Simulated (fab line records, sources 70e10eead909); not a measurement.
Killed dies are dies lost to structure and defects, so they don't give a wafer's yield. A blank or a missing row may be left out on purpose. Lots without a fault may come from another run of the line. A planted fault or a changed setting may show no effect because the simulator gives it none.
Problem report in the 8D (eight disciplines) form, filled by code | flow nand_harc | the parts of the form that need people (team, actions taken, sign-off) are left out

1. THE PROBLEM
killed_at_periphery at NHARC_END_SORT_01 reads a mean of 640.0 on 2 wafers of 2 lots; wafers without a fault read 3.2 with a standard deviation of 2.2. That is +99 or more standard deviations from the usual mean.
First seen on wafer L387.1, day 23 12:30, on prober-01. The record holds 14 wafers of 5 lots with a number at this step. Rule for "out", or "out of limits": more than 4 standard deviations from the usual mean. The other wafers with a number count as sound.

2. WHAT IT IS AND WHAT IT IS NOT
question                    | is                                                                                                                      | is not
which readings at this step | killed_at_periphery, defect_limited_yield, killed_dies, sort_bin_2_pct, sort_n_pass, sort_rim_yield_pct, sort_yield_pct | killed_at_array, killed_at_other, killed_short, sort_bin_3_pct, sort_bin_4_pct
which lots                  | L387, L389                                                                                                              | L373, L383, L384
which wafers of those lots  | L387.1, L389.1                                                                                                          | L387.3, L389.3, L389.5
read on which gauges        | prober-01, prober-02                                                                                                    | -
when                        | from day 23 12:30                                                                                                       | up to then (9 sound wafers); but 3 sound wafers of L387, L389 came after

3. SUSPECTS, AND WHAT RULES EACH OUT
Counting: a tool at a process step up to the reading stays a suspect if it ran every lot that is out. Sound lots after the first of them don't rule it out here, since some wafers of a struck lot are sound.
- the gauge at NHARC_END_SORT_01: ruled out. The wafers that are out were read on 2 gauges (prober-01, prober-02).
- ecd_cu-01 at NHARC_P_BONDPAD_ECD_18 (material Cu, target thk 400 nm): kept. It ran every lot that is out, first L387 (day 10 12:30); its last sound lot up to then is L384 (day 9 20:28).
- rie_diel-06 at NHARC_THIN_TSV_ETCHBACK_48 (etches the open film in C4F8/Ar, target depth 1028.5 nm, time 405.17 s): kept. It ran every lot that is out, first L389 (day 22 17:38); its last sound lot up to then is L384 (day 21 20:54).
- Within ecd_cu-01 at NHARC_P_BONDPAD_ECD_18: the wafers that are out ran in chamber 1; their sound lot-mates ran in chamber 0.
Left after counting: ecd_cu-01 at NHARC_P_BONDPAD_ECD_18, rie_diel-06 at NHARC_THIN_TSV_ETCHBACK_48.

4. THE CAUSE (what the simulator had put in)
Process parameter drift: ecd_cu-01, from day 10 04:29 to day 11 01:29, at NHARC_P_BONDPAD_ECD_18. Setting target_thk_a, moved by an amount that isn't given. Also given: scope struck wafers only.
Counting left 2 suspects, and this tool is among them.

5. THE CHAIN OF EFFECTS, in route order
Each row: a reading whose mean over the struck wafers that have a number lies more than 3 standard deviations from the usual. Only readings for which the record gives a usual standard deviation are gone through. hours: the time from each lot's start at the first step in this table that gives one to its start at this step, as a median over the lots. sigmas: the change in usual standard deviations.
hours | step              | reading              | usual  | on struck wafers | change | sigmas
0     | NHARC_END_SORT_01 | defect_limited_yield | 95.6 % | 1.1              | -94.5  | -73
0     | NHARC_END_SORT_01 | killed_at_periphery  | 3.2    | 640.0            | +636.8 | +99 or more
0     | NHARC_END_SORT_01 | killed_dies          | 30     | 670              | +640   | +72
0     | NHARC_END_SORT_01 | sort_bin_2_pct       | 1.4 %  | 95.8             | +94.3  | +99 or more
0     | NHARC_END_SORT_01 | sort_n_pass          | 647    | 7                | -640   | -72
0     | NHARC_END_SORT_01 | sort_rim_yield_pct   | 95.5 % | 4.2              | -91.2  | -36
0     | NHARC_END_SORT_01 | sort_yield_pct       | 95.6 % | 1.1              | -94.5  | -73

6. WHAT WOULD HAVE CAUGHT IT SOONER
In this record the first reading out of limits at a measuring or inspecting step was taken at day 23 12:30, 320 hours after the fault began at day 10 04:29.
Of the tool readings at NHARC_P_BONDPAD_ECD_18 for which the record gives a usual standard deviation, none was out on any struck wafer, so an alarm limit of 4 standard deviations on them would not have fired.
All the lots that are out (2) had begun NHARC_P_BONDPAD_ECD_18 on ecd_cu-01 by day 23 12:30. A hold on the tool at that time would have spared none of them.
